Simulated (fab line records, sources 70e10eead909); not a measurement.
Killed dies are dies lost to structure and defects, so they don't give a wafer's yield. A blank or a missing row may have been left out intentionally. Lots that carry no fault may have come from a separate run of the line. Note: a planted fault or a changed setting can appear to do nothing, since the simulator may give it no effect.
Matching of chambers	flow nandHarc	rieDiel-04 running NHARC_A_CONTACT_ETCH_48: 4 sister chambers
The step etches the open film in CF4, target depth 39 nm, time 65 s. 8 wafers are shown with their chamber, then 9 later ones without.

WAFERS, EACH WITH ITS CHAMBER
wafer	chamber	drypumpMotorCurrentA (A)	showerheadPlenumPTorr (Torr)
L082.4	2	5.4	1.78
L084.6	0	5.4	1.72
L086.2	1	5.8	1.79
L086.5	3	6.2	1.88
L086.6	0	5.4	1.72
L090.1	3	6.3	1.88
L090.4	1	5.8	1.78
L090.6	2	5.4	1.78

WAFERS MISSING THEIR CHAMBER
wafer	drypumpMotorCurrentA (A)	showerheadPlenumPTorr (Torr)
L091.1	5.8	1.78
L091.2	5.4	1.78
L091.4	6.2	1.88
L092.2	5.4	1.71
L092.4	5.8	1.78
L092.6	5.8	1.78
L093.1	5.4	1.77
L093.2	5.8	1.78
L093.5	5.4	1.77

EACH ONE'S CHAMBER
wafer	from the rows above	in truth
L091.1	1	1
L091.2	2	2
L091.4	3	3
L092.2	0	0
L092.4	1	1
L092.6	1	1
L093.1	2	2
L093.2	1	1
L093.5	2	2
Correctly placed: 9 of 9. Can't be placed from these rows: 0. Wrongly placed: 0.
How it was worked out, from the rows above alone: a wafer's distance from a chamber is the root of the sum, over the readings, of the square of ((its reading less the chamber's mean) divided by the reading's scatter). The wafer belongs to the nearest chamber; if the next one is less than 2 further off, it can't be placed. For every chamber, the mean is computed from those of its wafers that are shown. The scatter is the square root of a quotient: the sum, over the shown wafers, of each reading's squared deviation from its chamber's mean, divided by wafers minus chambers.
